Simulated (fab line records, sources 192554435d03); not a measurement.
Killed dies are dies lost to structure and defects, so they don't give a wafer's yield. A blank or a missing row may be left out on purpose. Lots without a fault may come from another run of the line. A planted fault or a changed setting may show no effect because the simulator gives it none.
fab line records | flow n5_finfet
record lots=5 wafers=15 last_day=20
route steps=1938 shown BEOL_M1@824 BEOL_M4@1111
lots that met no fault: from a run of the same line without faults
start_h: hours from the record's first day to the start of the lot's first wafer shown | wait_h: hours since the lot's step before | " the same as in the row above | L1.1+2: a row that stands for several wafers | - no value, or no start given | * or withheld: withheld | < > ~ a bound
route shown NAME@n: a module of which the file shows steps, and the number in the route of the first | usual: mean/standard deviation of fault-free wafers | same: alike in all rows | chamber/n: place in a boat | sites: the reading at each site | _std_site: their standard deviation | _edge_site: outer sites' mean less inner sites' | radius_mm: how far each site lies from the wafer's centre | mask NAME#n: copy n | behind: the tool/chamber that last shaped the wafer | hold: why the lot was held/for how many hours/how that ended | device: the transistor (n, p or np) that didn't switch | end of line: the same wafers' tests at the end of the route | a step without rows: its recipe alone | killed: dies lost to structure and defects at the first sort, not the wafer's yield | map: a wafer's dies, x killed, . not, _ none there
set.NAME: the setting as run; set.NAME@STEP: as run at that earlier step | model.NAME: the simulator's own value behind a step, which no gauge read
lots at some steps of the route; a table a step, a row a wafer
services: from which hour (start_h, from the record's first day; less than 0 if before it) a tool's chamber was out of use, for how many hours, and why
## steps
# step N5_BEOL_M1_SPUTTER_90
# recipe material=Cu target_thk_a=45 temp_c=-20 chamber_pressure_pa=0.07 power_w=withheld time_s=8.29
# usual chamber_pressure_pa=0.07/0.00013 chuck_sensor_temp_C=-15.9/0.59 throttle_valve_pct=30.5/0.65
# columns lot.wafer tool chamber start_h wait_h chamber_pressure_pa chuck_sensor_temp_C throttle_valve_pct
L507.1 pvd_sputter-02 - 183.94 0.1 0.06996 -16.2 29.9
L507.4 " - " " 0.06983 -15.8 31.1
L507.5 " - " " 0.07002 -15.7 30.1
L510.2 pvd_sputter-01 - 186.54 0.1 0.07007 -16.2 31.6
L510.3 " - " " 0.07013 -14.8 30.9
L510.5 " - " " 0.07015 -16.9 31.5
L512.1 pvd_sputter-03 - 207.68 0.1 0.07009 -16.6 30.3
L512.2 " - " " 0.06984 -15.9 31.0
L512.6 " - " " 0.07006 -16.6 30.1
L517.2 pvd_sputter-02 - 235.67 0.1 0.06989 -16.0 29.6
L517.3 " - " " 0.06983 -15.7 30.2
L517.4 " - " " 0.07007 -15.9 31.0
L524.3 pvd_sputter-01 - 293.35 0.1 0.07001 -14.9 30.9
L524.4 " - " " 0.07015 -16.3 30.2
L524.6 " - " " 0.07008 -16.1 31.6
# step N5_BEOL_M1_ANNEAL_91
# recipe temp_c=400 time_s=240 ambient=vacuum
# usual heater_power_w=824/54
# columns lot.wafer tool chamber start_h wait_h heater_power_w
L507.1 pvd_sputter-02 - 184.02 0.0 809
L507.4 " - " " 858
L507.5 " - " " 895
L510.2 pvd_sputter-01 - 186.62 0.0 797
L510.3 " - " " 828
L510.5 " - " " 729
L512.1 pvd_sputter-03 - 207.76 0.0 880
L512.2 " - " " 750
L512.6 " - " " 861
L517.2 pvd_sputter-02 - 235.75 0.0 803
L517.3 " - " " 876
L517.4 " - " " 870
L524.3 pvd_sputter-01 - 293.43 0.0 859
L524.4 " - " " 849
L524.6 " - " " 803
# step N5_BEOL_M1_SPUTTER_92
# recipe material=Cu target_thk_a=45 temp_c=-20 chamber_pressure_pa=0.07 power_w=withheld time_s=8.29
# usual chamber_pressure_pa=0.06999/0.00014 chuck_sensor_temp_C=-15.9/0.59 throttle_valve_pct=30.5/0.63
# columns lot.wafer tool chamber start_h wait_h chamber_pressure_pa chuck_sensor_temp_C throttle_valve_pct
L507.1 pvd_sputter-02 - 184.16 0.1 0.0699 -16.0 29.8
L507.4 " - " " 0.0697 -15.8 31.3
L507.5 " - " " 0.07014 -15.6 30.2
L510.2 pvd_sputter-01 - 186.76 0.1 0.06976 -16.3 31.7
L510.3 " - " " 0.07006 -14.9 31.2
L510.5 " - " " 0.06994 -16.7 31.5
L512.1 pvd_sputter-03 - 207.90 0.1 0.07007 -16.5 30.6
L512.2 " - " " 0.07007 -16.0 30.6
L512.6 " - " " 0.07001 -16.5 30.5
L517.2 pvd_sputter-02 - 235.89 0.1 0.06987 -16.2 29.8
L517.3 " - " " 0.07008 -15.7 30.0
L517.4 " - " " 0.06993 -15.7 31.0
L524.3 pvd_sputter-01 - 293.57 0.1 0.07008 -14.8 31.1
L524.4 " - " " 0.06977 -16.3 30.3
L524.6 " - " " 0.06991 -16.2 31.5
# step N5_BEOL_M1_ANNEAL_93
# recipe temp_c=400 time_s=240 ambient=vacuum
# step N5_BEOL_M1_SPUTTER_94
# recipe material=Cu target_thk_a=45 temp_c=-20 chamber_pressure_pa=0.07 power_w=withheld time_s=8.29
# step N5_BEOL_M1_ANNEAL_95
# recipe temp_c=400 time_s=240 ambient=vacuum
# step N5_BEOL_M1_SPUTTER_96
# recipe material=Cu target_thk_a=45 temp_c=-20 chamber_pressure_pa=0.07 power_w=withheld time_s=8.29
# step N5_BEOL_M1_ECD_50
# recipe material=Cu target_thk_a=3000
# step N5_BEOL_M1_ANNEAL_51
# recipe temp_c=225 time_s=90 ambient=N2
# usual wafer_temp_C_max=225.75/0.2
# columns lot.wafer tool chamber start_h wait_h wafer_temp_C_max
L507.1 rtp_anneal-01 0 184.80 0.1 225.52
L507.4 " 0 " " 225.56
L507.5 " 0 " " 225.75
L510.2 rtp_anneal-01 0 187.44 0.1 226.14
L510.3 " 0 " " 225.72
L510.5 " 0 " " 225.55
L512.1 rtp_anneal-02 0 208.53 0.1 225.43
L512.2 " 0 " " 226.00
L512.6 " 0 " " 226.03
L517.2 rtp_anneal-01 0 236.57 0.1 225.77
L517.3 " 0 " " 225.46
L517.4 " 0 " " 225.71
L524.3 rtp_anneal-02 0 294.30 0.1 225.99
L524.4 " 0 " " 225.84
L524.6 " 0 " " 225.88
# step N5_BEOL_M1_CMP_52
# recipe stop_on=SiOC t_overpolish_s=6.8 down_force_psi=1 platen_rpm=50 clearing_platen_down_force_psi=1.5 clearing_platen_rpm=50 post_cmp_clean=cu_alkaline target_thk_nm=40 clearing_platen_pad_velocity_m_s=0.99484 pad_velocity_m_s=0.99484
# step N5_BEOL_M1_THK_MEAS_53
# recipe thk_meas_gauge=xrf reads=Cu_of_BEOL_M1_ECD_50
# usual M1_THK=40.3/1.3
# columns lot.wafer tool chamber start_h wait_h M1_THK[nm]
L507.1 film_metro-01 - 185.68 - 39.8
L507.4 " - " " 40.2
L507.5 " - " " 40.0
L510.2 film_metro-01 - 187.99 - 40.8
L510.3 " - " " 39.9
L510.5 " - " " 41.9
L512.1 film_metro-01 - 209.12 - 39.6
L512.2 " - " " 42.2
L512.6 " - " " 41.6
L517.2 film_metro-01 - 237.12 - 37.8
L517.3 " - " " 37.5
L517.4 " - " " 38.4
L524.3 film_metro-02 - 294.80 - 40.4
L524.4 " - " " 42.2
L524.6 " - " " 42.4
# step N5_BEOL_M1_PRE_CLEAN_60
# recipe gas=NH3/H2 time_s=15 temp_c=* rf_power_w=300
# usual heater_power_w=78/22
# columns lot.wafer tool chamber start_h wait_h heater_power_w
L507.1 cvd_co-01 1 185.72 0.0 66
L507.4 " 2 " " 76
L507.5 " 0 " " 85
L510.2 cvd_co-02 2 188.02 0.0 52
L510.3 " 1 " " 68
L510.5 " 1 " " 67
L512.1 cvd_co-01 2 209.16 0.0 76
L512.2 " 1 " " 66
L512.6 " 1 " " 67
L517.2 cvd_co-02 0 237.15 0.0 115
L517.3 " 2 " " 51
L517.4 " 2 " " 50
L524.3 cvd_co-02 1 294.84 0.0 68
L524.4 " 2 " " 51
L524.6 " 0 " " 114
# step N5_BEOL_M1_CO_CAP_55
# recipe material=Co target_thk_a=20 temp_c=200 precursor=CCTBA/H2 pressure_torr=30 time_s=102.1
# usual heater_power_w=227/28 run_length_s=124.8/0.42
# columns lot.wafer tool chamber start_h wait_h heater_power_w run_length_s model.Co_of_BEOL_M1_CO_CAP_55.thk_nm
L507.1 cvd_co-01 1 185.76 0.0 214 125.1 2
L507.4 " 2 " " 227 124.9 2.2
L507.5 " 0 " " 230 124.7 2
L510.2 cvd_co-02 2 188.06 0.0 194 124.5 2.2
L510.3 " 1 " " 215 124.2 2
L510.5 " 1 " " 208 124.3 1.8
L512.1 cvd_co-01 2 209.20 0.0 223 125.1 1.8
L512.2 " 1 " " 211 125.0 2
L512.6 " 1 " " 217 125.1 2
L517.2 cvd_co-02 0 237.19 0.0 273 124.9 2
L517.3 " 2 " " 194 124.5 2
L517.4 " 2 " " 198 75.2 1.2
L524.3 cvd_co-02 1 294.88 0.0 211 124.3 2
L524.4 " 2 " " 193 124.4 2.2
L524.6 " 0 " " 277 125.3 2
# step N5_BEOL_M1_PRE_CLEAN_56
# recipe gas=NH3 time_s=15 temp_c=withheld rf_power_w=300
# step N5_BEOL_M4_RC_MEAS_101
# usual DIBL_N=36.6/1.1 DIBL_P=36.8/1.6 IOFF_N=0.169/0.024 IOFF_P=0.206/0.028 ION_N=679/9.2 ION_P=462/7 SS_N=71.6/0.57 SS_P=73.3/0.57 VT_N=248.8/2.4 VT_P=-251/3
# columns lot.wafer tool chamber start_h wait_h DIBL_N[mV/V] DIBL_P[mV/V] IOFF_N[nA/um] IOFF_P[nA/um] ION_N[uA/um] ION_P[uA/um] SS_N[mV/dec] SS_P[mV/dec] VT_N[mV] VT_P[mV]
L507.1 prober-01 0 233.44 0.0 37.9 38.0 0.196 0.239 686 467 71.7 73.5 245.9 -249
L507.4 " 0 " " 39.0 39.8 0.228 0.266 700 476 72.4 74.6 245.5 -249
L507.5 " 0 " " 37.3 38.7 0.184 0.236 672 463 71.7 73.2 248.7 -246
L510.2 prober-01 0 245.39 0.2 37.3 36.2 0.168 0.235 685 470 71.2 73.1 245.6 -248
L510.3 " 0 " " 37.0 35.7 0.156 0.223 683 477 71.5 72.9 247.1 -249
L510.5 " 0 " " 36.1 34.9 0.150 0.222 689 471 71.3 72.8 248.8 -247
L512.1 prober-01 0 263.88 0.0 38.9 39.0 0.198 0.260 687 469 72.1 74.1 248.2 -246
L512.2 " 0 " " 38.3 37.4 0.181 0.237 680 475 72.1 73.3 244.4 -250
L512.6 " 0 " " 38.6 37.7 0.183 0.241 692 473 71.5 73.9 244.8 -248
L517.2 prober-01 0 299.60 0.2 36.7 35.5 0.159 0.191 670 457 71.9 72.8 248.9 -254
L517.3 " 0 " " 36.9 36.1 0.157 0.199 672 451 71.7 73.3 249.5 -251
L517.4 " 0 " " 36.4 35.5 0.156 0.193 673 454 70.8 72.6 251.5 -253
L524.3 prober-02 0 349.34 0.3 36.7 38.0 0.161 0.190 692 461 71.1 73.1 252.2 -254
L524.4 " 0 " " 35.4 36.6 0.131 0.168 671 458 71.0 72.6 254.1 -255
L524.6 " 0 " " 37.7 39.6 0.175 0.218 678 462 72.5 73.6 247.5 -250
## services
# columns tool chamber start_h hours kind
pvd_sputter-03 - 164.50 2.8 repair
cvd_co-02 - 179.15 2.8 repair
cvd_co-01 - 210.62 0.6 repair
cvd_co-01 - 239.13 65.6 repair
cvd_co-02 2 266.37 19.5 repair
## key
first_sign step=N5_BEOL_M1_CO_CAP_55 reading=run_length_s direction=down sigmas=99+ usual=* struck=*
effect none on later readings
model_effect step=N5_BEOL_M1_CO_CAP_55 value=Co_of_BEOL_M1_CO_CAP_55.thk_nm without=2.2 struck=1.2
met_at N5_BEOL_M1_CO_CAP_55
struck_wafers L517.4
onset_between 188.06 237.19
fault kind=process_parameter_drift tool=cvd_co-02 chamber=- onset_h=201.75 steps=N5_BEOL_M1_CO_CAP_55 channel=time_s offset=* shape=step end_h=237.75 scope=struck_wafers_only acts_in=* stated=*
